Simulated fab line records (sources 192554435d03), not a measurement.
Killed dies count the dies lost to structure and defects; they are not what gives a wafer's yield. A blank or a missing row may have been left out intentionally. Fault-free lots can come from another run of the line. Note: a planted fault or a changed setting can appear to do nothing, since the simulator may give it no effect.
Split-lot trial :: flow n5Finfet :: route with 1938 steps; 7 lots, 21 wafers read

ON THE SPLIT
At N5_BEOL_M10_TRENCH_ETCH_37 (etches SiCOH lowk in C4F6/O2, target depth 148.83 nm, time 48 s), the setting timeS was moved away from the recipe's 48 s on 5 of the 21 wafers read, by -18.4% to +18.6%. All remaining wafers had this setting at the recipe value.

FROM THE SPLIT TO THE READING: what the file shows between them, 11 steps
- N5_BEOL_M10_ETCH_41: etches SiCN in CH3F/O2, target depth 42.6 nm, time 86 s
- N5_BEOL_M10_STRIP_77: strips in N2/H2, time 10 s
- N5_BEOL_M10_OCD_MEAS_38
- N5_BEOL_M10_HM_STRIP_39: strips TiN in peroxide tin strip, target depth 25 nm, time 158 s
- N5_BEOL_M10_SRD_40: time 30 s
- N5_BEOL_M10_ECD_50: material Cu, target thk 318 nm
- N5_BEOL_M10_ANNEAL_51: time 90 s
- N5_BEOL_M10_CMP_52: polishes, stops on SiCOH lowk, t overpolish 7 s, target thk 140 nm
- N5_BEOL_M10_THK_MEAS_53: measures by xrf
- N5_BEOL_M10_PRE_CLEAN_55: time 15 s
- N5_BEOL_M10_DEP_56: deposits SiCN from 3MS/NH3, target thk 15 nm, time 26.5 s

THE READING
M10_RS in ohm/sq, measured at N5_BEOL_M10_RS_MEAS_57 by four-point-probe. Fault-free wafers of this fab line usually give 0.152 ohm/sq, standard deviation 0.0042 ohm/sq.

wafer: L081.2
tool, chamber at the split: rieDiel-02, 1
timeS as run, s: 48
against the recipe: recipe
M10_RS, ohm/sq: 0.155
against lot-mates on the recipe: -

wafer: L081.3
tool, chamber at the split: rieDiel-02, 2
timeS as run, s: 48
against the recipe: recipe
M10_RS, ohm/sq: 0.150
against lot-mates on the recipe: -

wafer: L081.4
tool, chamber at the split: rieDiel-02, 3
timeS as run, s: 48
against the recipe: recipe
M10_RS, ohm/sq: 0.152
against lot-mates on the recipe: -

wafer: L082.1
tool, chamber at the split: rieDiel-06, 1
timeS as run, s: 39.17
against the recipe: -18.4%
M10_RS, ohm/sq: 0.202
against lot-mates on the recipe: +0.045

wafer: L082.4
tool, chamber at the split: rieDiel-06, 0
timeS as run, s: 39.17
against the recipe: -18.4%
M10_RS, ohm/sq: 0.196
against lot-mates on the recipe: +0.039

wafer: L082.5
tool, chamber at the split: rieDiel-06, 1
timeS as run, s: 48
against the recipe: recipe
M10_RS, ohm/sq: 0.157
against lot-mates on the recipe: -

wafer: L083.1
tool, chamber at the split: rieDiel-02, 2
timeS as run, s: 48
against the recipe: recipe
M10_RS, ohm/sq: 0.153
against lot-mates on the recipe: -

wafer: L083.4
tool, chamber at the split: rieDiel-02, 0
timeS as run, s: 48
against the recipe: recipe
M10_RS, ohm/sq: 0.158
against lot-mates on the recipe: -

wafer: L083.6
tool, chamber at the split: rieDiel-02, 3
timeS as run, s: 48
against the recipe: recipe
M10_RS, ohm/sq: 0.153
against lot-mates on the recipe: -

wafer: L089.2
tool, chamber at the split: rieDiel-06, 1
timeS as run, s: 48
against the recipe: recipe
M10_RS, ohm/sq: 0.154
against lot-mates on the recipe: -

wafer: L089.3
tool, chamber at the split: rieDiel-06, 3
timeS as run, s: 48
against the recipe: recipe
M10_RS, ohm/sq: 0.145
against lot-mates on the recipe: -

wafer: L089.6
tool, chamber at the split: rieDiel-06, 3
timeS as run, s: 48
against the recipe: recipe
M10_RS, ohm/sq: 0.147
against lot-mates on the recipe: -

wafer: L092.4
tool, chamber at the split: rieDiel-01, 2
timeS as run, s: 48
against the recipe: recipe
M10_RS, ohm/sq: 0.149
against lot-mates on the recipe: -

wafer: L092.5
tool, chamber at the split: rieDiel-01, 0
timeS as run, s: 48
against the recipe: recipe
M10_RS, ohm/sq: 0.154
against lot-mates on the recipe: -

wafer: L092.6
tool, chamber at the split: rieDiel-01, 3
timeS as run, s: 48
against the recipe: recipe
M10_RS, ohm/sq: 0.144
against lot-mates on the recipe: -

wafer: L094.2
tool, chamber at the split: rieDiel-06, 3
timeS as run, s: 48
against the recipe: recipe
M10_RS, ohm/sq: 0.151
against lot-mates on the recipe: -

wafer: L094.4
tool, chamber at the split: rieDiel-06, 1
timeS as run, s: 39.85
against the recipe: -17.0%
M10_RS, ohm/sq: 0.200
against lot-mates on the recipe: +0.047

wafer: L094.6
tool, chamber at the split: rieDiel-06, 1
timeS as run, s: 48
against the recipe: recipe
M10_RS, ohm/sq: 0.156
against lot-mates on the recipe: -

wafer: L093.1
tool, chamber at the split: rieDiel-02, 3
timeS as run, s: 56.91
against the recipe: +18.6%
M10_RS, ohm/sq: 0.120
against lot-mates on the recipe: -0.027

wafer: L093.3
tool, chamber at the split: rieDiel-02, 1
timeS as run, s: 56.91
against the recipe: +18.6%
M10_RS, ohm/sq: 0.125
against lot-mates on the recipe: -0.022

wafer: L093.5
tool, chamber at the split: rieDiel-02, 0
timeS as run, s: 48
against the recipe: recipe
M10_RS, ohm/sq: 0.147
against lot-mates on the recipe: -

THE FIT
A straight line over all 21 wafers: M10_RS changes by -0.00218 ohm/sq for each +1% of timeS; r = -0.96; the points scatter about the line by 0.006 ohm/sq.
The same after taking each lot's own level away (the mean of its wafers on the recipe; 21 wafers): -0.00194 ohm/sq for each +1%; r = -0.96; scatter 0.0055 ohm/sq.
On that fit, the largest move of timeS shifts the reading by 0.036 ohm/sq.
Across the lots, their own levels run from 0.1470 to 0.1570 ohm/sq, a range of 2.4 times the standard deviation given above.
So the slope is not independent of the lot-to-lot level: the two fits are not the same.
Check: with one of the wafers moved furthest among these (+18.6%) left out of the fit, the line predicts -0.0361 ohm/sq for it against its lot-mates. It came out at -0.027 ohm/sq against them.

THE WHOLE CHAIN: every reading that the file lists as answering this split, in the file's order
step: N5_BEOL_M10_TRENCH_ETCH_37
what it does: etches SiCOH lowk in C4F6/O2, target depth 148.83 nm, time 48 s
reading: etch.depthNm (the simulator's own value, which no gauge read)
change (the file's fit): +1.45 nm for each +1% of the setting
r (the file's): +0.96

step: N5_BEOL_M10_TRENCH_ETCH_37
what it does: etches SiCOH lowk in C4F6/O2, target depth 148.83 nm, time 48 s
reading: BEOL_M10.featureDepthNm (the simulator's own value, which no gauge read)
change (the file's fit): +1.45 nm for each +1% of the setting
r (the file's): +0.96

step: N5_BEOL_M10_TRENCH_ETCH_37
what it does: etches SiCOH lowk in C4F6/O2, target depth 148.83 nm, time 48 s
reading: TiN_of_BEOL_M10_HM_DEP_02.thkNm (the simulator's own value, which no gauge read)
change (the file's fit): -0.0554 nm for each +1% of the setting
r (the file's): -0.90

step: N5_BEOL_M10_OCD_MEAS_38
what it does: 
reading: trenchDepthNm
change (the file's fit): +1.45 nm for each +1% of the setting
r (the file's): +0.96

step: N5_BEOL_M10_CMP_52
what it does: polishes, stops on SiCOH lowk, t overpolish 7 s, target thk 140 nm
reading: Cu_of_BEOL_M10_ECD_50.thkNm (the simulator's own value, which no gauge read)
change (the file's fit): +1.49 nm for each +1% of the setting
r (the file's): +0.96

step: N5_BEOL_M10_THK_MEAS_53
what it does: measures by xrf
reading: M10_THK
change (the file's fit): +1.49 for each +1% of the setting
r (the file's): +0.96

step: N5_BEOL_M10_RS_MEAS_57
what it does: measures by four-point-probe
reading: M10_RS
change (the file's fit): -0.00207 for each +1% of the setting
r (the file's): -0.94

FILE'S OWN FIT
M10_RS changes by -0.00207 ohm/sq for each +1% of timeS, r = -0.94.
